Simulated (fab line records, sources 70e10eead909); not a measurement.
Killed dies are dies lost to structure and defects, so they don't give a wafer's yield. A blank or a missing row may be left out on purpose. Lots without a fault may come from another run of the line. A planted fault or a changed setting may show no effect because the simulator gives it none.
Which tool did it? | flow nand_harc | 15 lots, 45 wafers sampled, at 4 steps of a route of 1159

WHAT THE GAUGES READ, wafer by wafer
The record holds no reading of a measuring or inspecting step that can be judged against a usual standard deviation.

WHICH TOOL RAN EACH LOT (tool, then ch and the chambers of the sampled wafers, then the start)
lot  | NHARC_P_M2_PRE_CLEAN_30                 | NHARC_P_M2_PRE_CLEAN_32         | NHARC_P_BONDPAD_CMP_32        | NHARC_P_BONDPAD_PEB_07
L195 | pvd_sputter-03, day 6 16:53 or earlier  | pecvd-01 ch 0,1,2, day 6 16:53  | cmp-02 ch 1,2,3, day 6 17:46  | litho_track-02 ch 0, day 6 18:31
L197 | pvd_sputter-03, day 6 23:13 or earlier  | pecvd-04 ch 1,2, day 6 23:13    | cmp-03 ch 1,2,3, day 7 00:10  | litho_track-02 ch 0, day 7 00:50
L200 | pvd_sputter-01, day 7 05:39 or earlier  | pecvd-02 ch 0,1, day 7 05:39    | cmp-02 ch 0,1, day 7 06:31    | litho_track-05 ch 0, day 7 07:14
L199 | pvd_sputter-01, day 7 06:43 or earlier  | pecvd-02 ch 0,1,2, day 7 06:43  | cmp-02 ch 1,3, day 7 07:38    | litho_track-02 ch 0, day 7 08:20
L198 | pvd_sputter-02, day 7 13:05 or earlier  | pecvd-01 ch 0,1,2, day 7 13:05  | cmp-04 ch 2,3, day 7 14:01    | litho_track-05 ch 0, day 7 14:44
L201 | pvd_sputter-02, day 7 22:06 or earlier  | pecvd-04 ch 1,2, day 7 22:06    | cmp-03 ch 2,3, day 7 23:08    | litho_track-03 ch 0, day 7 23:44
L204 | pvd_sputter-03, day 8 08:25 or earlier  | pecvd-01 ch 1,2, day 8 08:25    | cmp-02 ch 1,2,3, day 8 09:23  | litho_track-05 ch 0, day 8 10:05
L208 | pvd_sputter-02, day 9 15:29 or earlier  | pecvd-02 ch 1,2, day 9 15:29    | cmp-02 ch 1,2,3, day 9 16:20  | litho_track-02 ch 0, day 9 17:05
L207 | pvd_sputter-02, day 9 16:28 or earlier  | pecvd-01 ch 0,1, day 9 16:28    | cmp-03 ch 0,1,2, day 9 17:25  | litho_track-05 ch 0, day 9 18:01
L212 | pvd_sputter-03, day 10 10:44 or earlier | pecvd-04 ch 0,1,2, day 10 10:44 | cmp-04 ch 1,2,3, day 10 11:39 | litho_track-03 ch 0, day 10 12:22
L211 | pvd_sputter-03, day 10 12:40 or earlier | pecvd-04 ch 0,1,2, day 10 12:40 | cmp-03 ch 1,3, day 10 13:34   | litho_track-02, day 10 14:10
L213 | pvd_sputter-03, day 10 22:12 or earlier | pecvd-04 ch 0,1,2, day 10 22:12 | cmp-02 ch 0,3, day 10 23:05   | litho_track-03, day 10 23:49
L214 | pvd_sputter-02, day 11 02:54 or earlier | pecvd-02 ch 0,1,2, day 11 02:54 | cmp-03 ch 1,3, day 11 03:49   | litho_track-02, day 11 04:32
L215 | pvd_sputter-03, day 11 09:54 or earlier | pecvd-04 ch 1,2, day 11 09:54   | cmp-04 ch 0,1,3, day 11 10:55 | litho_track-02 ch 0, day 11 11:35
L217 | pvd_sputter-03, day 11 18:32 or earlier | pecvd-01 ch 0,1,2, day 11 18:32 | cmp-03 ch 1,2,3, day 11 19:28 | litho_track-02 ch 0, day 11 20:08
- NHARC_P_M2_PRE_CLEAN_30: time 30 s.
- NHARC_P_M2_PRE_CLEAN_32: time 12 s.
- NHARC_P_BONDPAD_CMP_32: polishes SiCN, target thk 200 nm.
- NHARC_P_BONDPAD_PEB_07: peb time 80 s.

WHAT THE TOOLS THEMSELVES READ (means of the sampled wafers that have a number; where no wafer has one, the mark that the record gives instead)
NHARC_P_M2_PRE_CLEAN_30. Usual: heater_power_w 416 W, standard deviation 47.
lot  | tool           | heater_power_w (W) | flag
L195 | pvd_sputter-03 | 421                |
L197 | pvd_sputter-03 | 393                |
L200 | pvd_sputter-01 | 390                |
L199 | pvd_sputter-01 | 367                |
L198 | pvd_sputter-02 | 408                |
L201 | pvd_sputter-02 | 417                |
L204 | pvd_sputter-03 | 389                |
L208 | pvd_sputter-02 | 386                |
L207 | pvd_sputter-02 | 409                |
L212 | pvd_sputter-03 | 410                |
L211 | pvd_sputter-03 | 446                |
L213 | pvd_sputter-03 | 463                |
L214 | pvd_sputter-02 | 363                |
L215 | pvd_sputter-03 | 465                |
L217 | pvd_sputter-03 | 456                |

NHARC_P_M2_PRE_CLEAN_32. Usual: heater_power_w 651 W, standard deviation 74; rf_fwd_power_W 292.5 W, standard deviation 0.91.
lot  | tool     | heater_power_w (W) | rf_fwd_power_W (W) | flag
L195 | pecvd-01 | 616                | 292.3              |
L197 | pecvd-04 | 681                | 293.0              |
L200 | pecvd-02 | 654                | 291.7              |
L199 | pecvd-02 | 707                | 292.4              |
L198 | pecvd-01 | 617                | 292.4              |
L201 | pecvd-04 | 684                | 291.8              |
L204 | pecvd-01 | 684                | 291.9              |
L208 | pecvd-02 | 711                | 292.4              |
L207 | pecvd-01 | 553                | 292.8              |
L212 | pecvd-04 | 630                | 292.7              |
L211 | pecvd-04 | 647                | 292.6              |
L213 | pecvd-04 | 593                | 292.0              |
L214 | pecvd-02 | 707                | 292.6              |
L215 | pecvd-04 | 709                | 292.8              |
L217 | pecvd-01 | 652                | 293.2              |

NHARC_P_BONDPAD_CMP_32. Usual: motor_current_A 12.1 A, standard deviation 1.5; slurry_flow_ml_min 150.1, standard deviation 0.45.
lot  | tool   | motor_current_A (A) | slurry_flow_ml_min | flag
L195 | cmp-02 | 10.9                | 150.1              |
L197 | cmp-03 | 13.2                | 150.5              |
L200 | cmp-02 | 10.6                | 150.3              |
L199 | cmp-02 | 11.1                | 150.1              |
L198 | cmp-04 | 10.7                | 150.0              |
L201 | cmp-03 | 12.0                | 150.1              |
L204 | cmp-02 | 10.7                | 149.9              |
L208 | cmp-02 | 10.5                | 150.2              |
L207 | cmp-03 | 13.2                | 150.3              |
L212 | cmp-04 | 11.6                | 149.7              |
L211 | cmp-03 | 14.0                | 150.0              |
L213 | cmp-02 | 12.8                | 150.4              |
L214 | cmp-03 | 13.2                | 150.1              |
L215 | cmp-04 | 11.7                | 150.5              |
L217 | cmp-03 | 13.1                | 150.3              |

NHARC_P_BONDPAD_PEB_07. Usual: chill_plate_temp_C 22.98 C, standard deviation 0.098; exhaust_pa 44.9 Pa, standard deviation 0.87; heater_power_total_W 189.8 W, standard deviation 0.77.
lot  | tool           | chill_plate_temp_C (C) | exhaust_pa (Pa) | heater_power_total_W (W) | flag
L195 | litho_track-02 | 22.93                  | 44.7            | 189.8                    |
L197 | litho_track-02 | 22.87                  | 44.9            | 189.8                    |
L200 | litho_track-05 | 22.94                  | 43.8            | 190.0                    |
L199 | litho_track-02 | 23.02                  | 44.2            | 189.7                    |
L198 | litho_track-05 | 23.01                  | 45.5            | 189.7                    |
L201 | litho_track-03 | 22.88                  | 44.6            | 189.2                    |
L204 | litho_track-05 | 23.14                  | 45.3            | 190.5                    |
L208 | litho_track-02 | 22.92                  | 45.9            | 189.1                    |
L207 | litho_track-05 | 23.00                  | 44.7            | 190.4                    |
L212 | litho_track-03 | 22.88                  | 45.7            | 189.4                    |
L211 | litho_track-02 | -                      | -               | -                        | OFF
L213 | litho_track-03 | -                      | -               | -                        | OFF
L214 | litho_track-02 | -                      | -               | -                        | OFF
L215 | litho_track-02 | 23.00                  | 45.5            | 189.6                    |
L217 | litho_track-02 | 22.83                  | 45.2            | 190.2                    |

THE ANSWER, worked out from the rows above alone
Rule: a lot is off if the mean of its wafers that have a number lies more than 3 standard deviations from the usual mean. A lot without any number at a reading at which 4 lots or more have one is off too. The other lots that the step has rows for count as sound. The gauges are gone through in route order, then the tools' own readings, and for those a lot's mean is taken as printed above. The first step at which some lot is off is used, and at that step the reading that is off furthest; a lot without a number counts as furthest.
Off: L211, L213, L214, at NHARC_P_BONDPAD_PEB_07 (chill_plate_temp_C). Without a number there: L211, L213, L214.
A tool fits if, at that step or a process step before it, it ran every lot that is off, and no sound lot after the first of them. NHARC_P_M2_PRE_CLEAN_30 gives no start for some lots, so the hours and the order of its lots are those of NHARC_P_M2_PRE_CLEAN_32. None of those tried fits.

WHAT THE SIMULATOR HAD PUT IN
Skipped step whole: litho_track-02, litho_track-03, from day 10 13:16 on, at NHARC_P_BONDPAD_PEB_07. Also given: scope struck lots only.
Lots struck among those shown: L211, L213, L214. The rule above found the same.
